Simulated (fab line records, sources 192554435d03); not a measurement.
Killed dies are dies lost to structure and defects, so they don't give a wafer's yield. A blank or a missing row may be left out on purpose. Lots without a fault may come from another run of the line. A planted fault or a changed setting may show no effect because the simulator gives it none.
Split-lot experiment | flow n5_finfet | 7 lots, 21 wafers read, on a route of 1938 steps

THE SPLIT
At N5_MOL_CONTACT_COAG_EXPOSE_05 (exposes mask CA, defocus 0 nm), the setting dose_mj was moved away from the recipe's 38.25 on 6 of the 21 wafers read, by -4.7% to +7.2%. The other wafers ran this setting at the recipe's value.

FROM THE SPLIT TO THE READING: what the file shows between them, 4 steps
- N5_MOL_CONTACT_COAG_PEB_06: peb time 60 s
- N5_MOL_CONTACT_COAG_DEVELOP_07: develop time 30 s
- N5_MOL_CONTACT_COAG_DESCUM_13: chemistry O2, time 7 s
- N5_MOL_CONTACT_COAG_ETCH_59: etches underlayer in N2/H2, target depth 13 nm, time 10.4 s

THE READING
MOL_CONTACT_COAG.cd_offset_nm (the simulator's own value, which no gauge read), in nm, at N5_MOL_CONTACT_COAG_ETCH_105 (etches SiARC in CF4, target depth 15.6 nm, time 26 s). The file gives no usual value for it. The 15 wafers here that ran the recipe average 0.0 nm, standard deviation 0.2 nm.

wafer  | tool, chamber at the split | dose_mj as run | against the recipe | MOL_CONTACT_COAG.cd_offset_nm, nm | against lot-mates on the recipe
L079.2 | euv_scanner-01, 0          | 38.25          | recipe             | 0                                 | -
L079.4 | euv_scanner-01, 0          | 38.25          | recipe             | 0                                 | -
L079.5 | euv_scanner-01, 0          | 38.25          | recipe             | -0.4                              | -
L081.3 | euv_scanner-02, 0          | 38.25          | recipe             | 0                                 | -
L081.4 | euv_scanner-02, 0          | 36.55          | -4.4%              | -1                                | -0.9
L081.5 | euv_scanner-02, 0          | 38.25          | recipe             | -0.2                              | -
L082.1 | euv_scanner-02, 0          | 36.45          | -4.7%              | -0.6                              | -0.6
L082.4 | euv_scanner-02, 0          | 36.45          | -4.7%              | -1.4                              | -1.4
L082.5 | euv_scanner-02, 0          | 38.25          | recipe             | 0                                 | -
L083.1 | euv_scanner-01, 0          | 38.25          | recipe             | 0.4                               | -
L083.3 | euv_scanner-01, 0          | 38.25          | recipe             | -0.2                              | -
L083.5 | euv_scanner-01, 0          | 38.25          | recipe             | 0                                 | -
L088.2 | euv_scanner-01, 0          | 38.25          | recipe             | 0                                 | -
L088.3 | euv_scanner-01, 0          | 38.25          | recipe             | 0                                 | -
L088.6 | euv_scanner-01, 0          | 38.25          | recipe             | 0                                 | -
L089.4 | euv_scanner-01, 0          | 36.66          | -4.2%              | -0.8                              | -1.0
L089.5 | euv_scanner-01, 0          | 36.66          | -4.2%              | -0.6                              | -0.8
L089.6 | euv_scanner-01, 0          | 38.25          | recipe             | 0.2                               | -
L091.3 | euv_scanner-02, 0          | 41.01          | +7.2%              | 1.4                               | +1.2
L091.4 | euv_scanner-02, 0          | 38.25          | recipe             | 0                                 | -
L091.6 | euv_scanner-02, 0          | 38.25          | recipe             | 0.4                               | -

THE FIT
A straight line over all 21 wafers: MOL_CONTACT_COAG.cd_offset_nm changes by +0.198 nm for each +1% of dose_mj; r = +0.92; the points scatter about the line by 0.23 nm.
The same after taking each lot's own level away (the mean of its wafers on the recipe; 21 wafers): +0.193 nm for each +1%; r = +0.93; scatter 0.2 nm.
On that fit, the largest move of dose_mj shifts the reading by 1.4 nm.
The lots' own levels span -0.13 to 0.20 nm, that is 1.7 times the standard deviation above.
So the lot-to-lot level changes the slope little: the two slopes agree.
Check: with one of the wafers moved furthest among these (+7.2%) left out of the fit, the line predicts +1.53 nm for it against its lot-mates. It came out at +1.2 nm against them.

OTHER SPLITS ON THESE WAFERS
These wafers also went through other splits before the reading. Each is held against what the fit with the lots' levels taken away leaves over:
other split on the same wafers | wafers away from the commonest value | r with MOL_CONTACT_COAG.cd_offset_nm (lot level and that fit taken away)
N5_SDB_COAT_03 spin_rpm        | 4                                    | -0.02
N5_HKMG_FIN_ETCH_54 source_w   | 11                                   | -0.08
N5_HKMG_FIN_ETCH_55 time_s     | 10                                   | -0.24

THE WHOLE CHAIN: every reading that the file lists as answering this split, in the file's order
step                         | what it does                                                | reading                                                                        | change (the file's fit)               | r (the file's)
N5_MOL_CONTACT_COAG_ETCH_59  | etches underlayer in N2/H2, target depth 13 nm, time 10.4 s | MOL_CONTACT_COAG.cd_offset_nm (the simulator's own value, which no gauge read) | +0.201 nm for each +1% of the setting | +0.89
N5_MOL_CONTACT_COAG_ETCH_105 | etches SiARC in CF4, target depth 15.6 nm, time 26 s        | MOL_CONTACT_COAG.cd_offset_nm (the simulator's own value, which no gauge read) | +0.19 nm for each +1% of the setting  | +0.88

THE FILE'S OWN FIT
MOL_CONTACT_COAG.cd_offset_nm changes by +0.19 nm for each +1% of dose_mj, r = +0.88.
